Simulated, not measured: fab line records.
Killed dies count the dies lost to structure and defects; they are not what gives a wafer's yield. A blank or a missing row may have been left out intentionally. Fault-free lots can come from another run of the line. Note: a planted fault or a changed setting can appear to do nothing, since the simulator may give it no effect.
Matching of chambers | flow n5Finfet | 4 sister chambers for N5_FIN_SAQP_ETCH_57 on rieDiel-03
The step etches SiNx in CH3F/O2, target depth 32.5 nm, time 46.4 s. 7 wafers are shown with their chamber, then 7 later ones without.

WAFERS, EACH WITH ITS CHAMBER
wafer  | chamber | showerheadPlenumPTorr (Torr) | throttleValvePct (%)
L081.2 | 3       | 2.06                         | 16.20
L081.4 | 0       | 2.07                         | 16.64
L086.1 | 3       | 2.05                         | 16.20
L086.2 | 0       | 2.07                         | 16.67
L086.5 | 2       | 1.93                         | 16.29
L093.3 | 2       | 1.92                         | 16.32
L093.4 | 1       | 1.91                         | 16.61

WAFERS WITH NO CHAMBER GIVEN
wafer  | showerheadPlenumPTorr (Torr) | throttleValvePct (%)
L093.5 | 2.05                         | 16.22
L096.1 | 2.05                         | 16.25
L096.2 | 2.06                         | 16.71
L096.3 | 1.90                         | 16.62
L097.1 | 2.04                         | 16.23
L097.4 | 2.06                         | 16.71
L097.5 | 1.90                         | 16.62

CHAMBER TAKEN BY EACH
wafer  | from the rows above | in truth
L093.5 | 3                   | 3
L096.1 | 3                   | 3
L096.2 | 0                   | 0
L096.3 | 1                   | 1
L097.1 | 3                   | 3
L097.4 | 0                   | 0
L097.5 | 1                   | 1
7 of 7 placed correctly. Number that these rows cannot place: 0. 0 placed wrongly.
How it was worked out, from the rows above alone: a wafer's distance from a chamber is the root of the sum, over the readings, of the square of ((its reading less the chamber's mean) divided by the reading's scatter). The wafer belongs to the nearest chamber; if the next one is less than 2 further off, it can't be placed. The mean given for a chamber averages the wafers shown for that chamber. The scatter: the root of (the sum of the squares of (reading less its chamber's mean) over the shown wafers, divided by (wafers less chambers)).
